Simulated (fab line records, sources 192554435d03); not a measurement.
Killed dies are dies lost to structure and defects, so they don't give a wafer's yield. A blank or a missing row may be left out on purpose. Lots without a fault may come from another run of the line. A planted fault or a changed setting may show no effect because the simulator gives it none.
Chamber matching | flow n5_finfet | N5_BEOL_M11_DESCUM_16 on rie_diel-02: 4 sister chambers
The step chemistry O2, time 7.9 s. 8 wafers are shown with their chamber, then 10 later ones without.

WAFERS WITH THEIR CHAMBER
wafer  | chamber | drypump_motor_current_A (A) | showerhead_plenum_p_Torr (Torr)
L079.4 | 3       | 6.5                         | 2.01
L091.2 | 0       | 6.5                         | 2.08
L091.5 | 1       | 5.7                         | 2.16
L092.1 | 3       | 6.5                         | 2.00
L092.2 | 2       | 5.9                         | 2.05
L092.3 | 0       | 6.5                         | 2.07
L094.2 | 1       | 5.7                         | 2.15
L094.3 | 2       | 5.8                         | 2.04

WAFERS WITHOUT THEIR CHAMBER
wafer  | drypump_motor_current_A (A) | showerhead_plenum_p_Torr (Torr)
L094.4 | 6.5                         | 2.07
L093.1 | 5.7                         | 2.15
L093.2 | 6.5                         | 2.00
L093.4 | 6.5                         | 2.07
L097.2 | 5.8                         | 2.04
L097.4 | 6.5                         | 2.00
L097.6 | 5.7                         | 2.15
L096.2 | 6.5                         | 2.07
L096.3 | 5.7                         | 2.15
L096.5 | 5.9                         | 2.04

WHICH CHAMBER EACH WENT THROUGH
wafer  | from the rows above | in truth
L094.4 | 0                   | 0
L093.1 | 1                   | 1
L093.2 | 3                   | 3
L093.4 | 0                   | 0
L097.2 | 2                   | 2
L097.4 | 3                   | 3
L097.6 | 1                   | 1
L096.2 | 0                   | 0
L096.3 | 1                   | 1
L096.5 | 2                   | 2
Placed correctly: 10 of 10. Can't be placed from these rows: 0. Placed wrongly: 0.
How it was worked out, from the rows above alone: a wafer's distance from a chamber is the root of the sum, over the readings, of the square of ((its reading less the chamber's mean) divided by the reading's scatter). The wafer belongs to the nearest chamber; if the next one is less than 2 further off, it can't be placed. A chamber's mean is the mean of its shown wafers. The scatter: the root of (the sum of the squares of (reading less its chamber's mean) over the shown wafers, divided by (wafers less chambers)).
